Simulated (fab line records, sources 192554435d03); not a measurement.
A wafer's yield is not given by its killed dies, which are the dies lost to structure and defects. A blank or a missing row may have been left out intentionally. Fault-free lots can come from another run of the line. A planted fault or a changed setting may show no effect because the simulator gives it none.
Split-lot trial ; flow n5Finfet ; route with 1938 steps; 7 lots, 21 wafers read

## THE SPLIT ITSELF
At N5_GATE_CUT_HM_DEP_46 (deposits SiO2 from TEOS/O2, target thk 130 nm, time 26.6 s), the setting timeS was moved away from the recipe's 26.6 s on 6 of the 21 wafers read, by -14.5% to +8.0%. All remaining wafers had this setting at the recipe value.

## FROM THE SPLIT TO THE READING: what the file shows between them, 14 steps
- N5_GATE_CUT_EXPOSE_10: exposes mask GATE CUT, target cd 20 nm (also split here: doseMj)
- N5_GATE_CUT_PEB_11: peb time 60 s
- N5_GATE_CUT_DEVELOP_12: develop time 30 s
- N5_GATE_CUT_CD_MEAS_13: target cd 20 nm
- N5_GATE_CUT_DESCUM_18: chemistry O2, time 7 s
- N5_GATE_CUT_ETCH_28: etches underlayer in N2/H2, target depth 13 nm, time 10.4 s
- N5_GATE_CUT_ETCH_36: etches SiARC in CF4, target depth 13 nm, time 21.7 s
- N5_GATE_CUT_ETCH_37: etches SOC in N2/H2, target depth 60 nm, overetch 12 nm, time 90 s
- N5_GATE_CUT_STRIP_38: strips in N2/H2
- N5_GATE_CUT_STRIP_39: strips in N2/H2
- N5_GATE_CUT_HM_OPEN_40: chemistry C4F6/O2, target SiO2, target depth 139 nm, time 85.1 s
- N5_GATE_CUT_STRIP_41: strips in CF4
- N5_GATE_CUT_STRIP_42: strips in O2
- N5_GATE_CUT_CMP_23: polishes, stops on SiO2, t overpolish 23.4 s, target thk 16 nm

## THE READING
SiO2_of_GATE_CUT_HM_DEP_46.thkNm (the simulator's own value, which no gauge read), in nm, at N5_GATE_CUT_CMP_43 (polishes SiO2). The file does not state a usual value for it. The 15 wafers here that ran the recipe average 5.0 nm, standard deviation 0.15 nm.

wafer;tool, chamber at the split;timeS as run, s;against the recipe;SiO2_of_GATE_CUT_HM_DEP_46.thkNm, nm;against lot-mates on the recipe
L080.3;pecvd-03, 0;26.6;recipe;5;-
L080.6;pecvd-03, 1;26.6;recipe;5;-
L080.1;pecvd-03, 2;26.6;recipe;4.8;-
L083.4;pecvd-02, 1;26.6;recipe;5;-
L083.2;pecvd-02, 1;26.6;recipe;5;-
L083.6;pecvd-02, 2;22.75;-14.5%;4.2;-0.8
L084.1;pecvd-01, 2;26.6;recipe;5;-
L084.3;pecvd-01, 1;26.6;recipe;5.2;-
L084.6;pecvd-01, 0;26.6;recipe;5.2;-
L086.1;pecvd-02, 1;28.72;+8.0%;5.4;no lot-mate on the recipe
L086.4;pecvd-02, 2;28.72;+8.0%;5.6;no lot-mate on the recipe
L086.6;pecvd-02, 1;28.72;+8.0%;5.6;no lot-mate on the recipe
L090.3;pecvd-03, 0;26.6;recipe;5;-
L090.5;pecvd-03, 2;26.6;recipe;5;-
L090.1;pecvd-03, 2;26.6;recipe;4.8;-
L093.3;pecvd-02, 0;25.53;-4.0%;4.8;-0.3
L093.2;pecvd-02, 1;26.6;recipe;5;-
L093.5;pecvd-02, 1;26.6;recipe;5.2;-
L097.2;pecvd-03, 1;26.6;recipe;4.6;-
L097.3;pecvd-03, 0;26.6;recipe;5;-
L097.5;pecvd-03, 0;28.42;+6.8%;5.4;+0.6

FIT RESULTS
A straight line over all 21 wafers: SiO2_of_GATE_CUT_HM_DEP_46.thkNm changes by +0.0601 nm for each +1% of timeS; r = +0.90; the points scatter about the line by 0.15 nm.
The same after taking each lot's own level away (the mean of its wafers on the recipe; 18 wafers): +0.0625 nm for each +1%; r = +0.91; scatter 0.12 nm.
The reading moves by 0.91 nm for the largest change in timeS, on that fit.
The span of the lots' own levels, 4.80 to 5.13 nm, comes to 2.2 times the standard deviation stated above.
The two slopes are in agreement: the lot-to-lot level therefore moves the slope only a little.
Check: -1.21 nm against its lot-mates is what the line predicts for one of the wafers moved furthest among these (-14.5%) when that wafer is left out of the fit. Against them it came out at -0.8 nm.

## THESE WAFERS: OTHER SPLITS
These wafers also went through other splits before the reading. Each is held against what the fit with the lots' levels taken away leaves over:
other split on the same wafers;wafers away from the commonest value;r with SiO2_of_GATE_CUT_HM_DEP_46.thkNm (lot level and that fit taken away)
N5_SD_EPI_P_EPI_21 timeS;4;+0.27
N5_SDB_EXPOSE_08 doseMj;4;-0.23
N5_SDB_ETCH_18 sourceW;9;+0.07
N5_GATE_CUT_ETCH_56 icpW;10;-0.29
N5_GATE_CUT_ETCH_58 timeS;6;+0.08
N5_GATE_CUT_EXPOSE_10 doseMj;6;+0.05

## THE WHOLE CHAIN: every reading that the file lists as answering this split, in the file's order
step;what it does;reading;change (the file's fit);r (the file's)
N5_GATE_CUT_HM_DEP_46;deposits SiO2 from TEOS/O2, target thk 130 nm, time 26.6 s;SiO2_of_GATE_CUT_HM_DEP_46.thkNm (the simulator's own value, which no gauge read);+1.5 nm for each +1% of the setting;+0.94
N5_GATE_CUT_HM_OPEN_40;chemistry C4F6/O2, target SiO2, target depth 139 nm, time 85.1 s;etch.depthNm (the simulator's own value, which no gauge read);+1.5 nm for each +1% of the setting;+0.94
N5_GATE_CUT_HM_OPEN_40;chemistry C4F6/O2, target SiO2, target depth 139 nm, time 85.1 s;SOC_of_GATE_CUT_COAT_34.thkNm (the simulator's own value, which no gauge read);-0.3 nm for each +1% of the setting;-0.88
N5_GATE_CUT_CMP_43;polishes SiO2;SiO2_of_GATE_CUT_HM_DEP_46.thkNm (the simulator's own value, which no gauge read);+0.062 nm for each +1% of the setting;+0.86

## THE FILE'S OWN FIT
SiO2_of_GATE_CUT_HM_DEP_46.thkNm changes by +0.062 nm for each +1% of timeS, r = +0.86.
